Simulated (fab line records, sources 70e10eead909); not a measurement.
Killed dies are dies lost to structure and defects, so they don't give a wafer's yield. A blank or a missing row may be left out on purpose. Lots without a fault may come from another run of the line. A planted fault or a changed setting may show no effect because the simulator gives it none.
Which tool did it? | flow nand_harc | 6 lots, 18 wafers sampled, at 5 steps of a route of 1159

WHAT THE GAUGES READ, wafer by wafer
NHARC_END_SORT_01.
lot  | measured     | on        | killed_at_array
L659 | day 22 06:58 | prober-02 | 29 26 15

WHICH TOOL RAN EACH LOT (tool, then ch and the chambers of the sampled wafers, then the start)
lot  | NHARC_A_CHANNEL_HOLE_D1_ETCH_16               | NHARC_A_CHANNEL_HOLE_D1_ETCH_19  | NHARC_A_CHANNEL_HOLE_D1_ETCH_21  | NHARC_A_CHANNEL_FILL_D1_ALD_14
L648 | rie_diel-12 ch 1,2,3, day 8 19:07 or earlier  | har_etch-01 ch 0,1, day 8 19:07  | har_etch-01 ch 0,1, day 8 19:32  | ald_hk-01 ch 0,2,3, day 9 08:08
L650 | rie_diel-08 ch 0,2,3, day 9 04:28 or earlier  | har_etch-02 ch 0,1, day 9 04:28  | har_etch-02 ch 0,1, day 9 04:53  | ald_hk-02 ch 1,2,3, day 9 17:28
L654 | rie_diel-08 ch 1,2,3, day 10 06:20 or earlier | har_etch-02 ch 0,1, day 10 06:20 | har_etch-02 ch 0,1, day 10 06:45 | ald_hk-04 ch 0,2,3, day 10 20:10
L659 | rie_diel-12 ch 0,1,2, day 11 08:34 or earlier | har_etch-02 ch 0,1, day 11 08:34 | har_etch-02 ch 0,1, day 11 08:59 | ald_hk-04 ch 0,3, day 11 22:17
L666 | rie_diel-08 ch 1,2,3, day 13 03:49 or earlier | har_etch-01 ch 0,1, day 13 03:49 | har_etch-01 ch 0,1, day 13 04:15 | ald_hk-02 ch 1,2,3, day 13 16:44
L669 | rie_diel-04 ch 0,1,3, day 14 03:56 or earlier | har_etch-02 ch 0,1, day 14 03:56 | har_etch-02 ch 0,1, day 14 04:28 | ald_hk-02 ch 0,2,3, day 14 19:04
- NHARC_A_CHANNEL_HOLE_D1_ETCH_16: etches the open film in O2/COS, target depth 3100 nm, time 806 s.
- NHARC_A_CHANNEL_HOLE_D1_ETCH_19: etches the open film in C4F8/O2/Ar, time 34.5 s.
- NHARC_A_CHANNEL_HOLE_D1_ETCH_21: etches the open film in C4F8/O2/Ar, time 514.3 s, target depth 1600 nm.
- NHARC_A_CHANNEL_FILL_D1_ALD_14: deposits SiO2, target thk 2.5 nm, pulse time 10 s, ald cycles 25.

THE ANSWER, worked out from the rows above alone
Rule: what is usual is taken from the lots themselves. Put in order of their means at a reading, lots are off if they are a third of the lots or fewer, leave a main group of 4 or more, and stand apart from it by a gap of 3 or more times the standard deviation of the main group's means; of several such gaps the widest counts. A main group whose means are all the same, to the digits that the tables above print for the reading, isn't used. A lot without any number at a reading at which 4 lots or more have one is off too. The other lots that the step has rows for count as sound.
No lot is off at any reading shown: from this, nothing can be told.

WHAT THE SIMULATOR HAD PUT IN
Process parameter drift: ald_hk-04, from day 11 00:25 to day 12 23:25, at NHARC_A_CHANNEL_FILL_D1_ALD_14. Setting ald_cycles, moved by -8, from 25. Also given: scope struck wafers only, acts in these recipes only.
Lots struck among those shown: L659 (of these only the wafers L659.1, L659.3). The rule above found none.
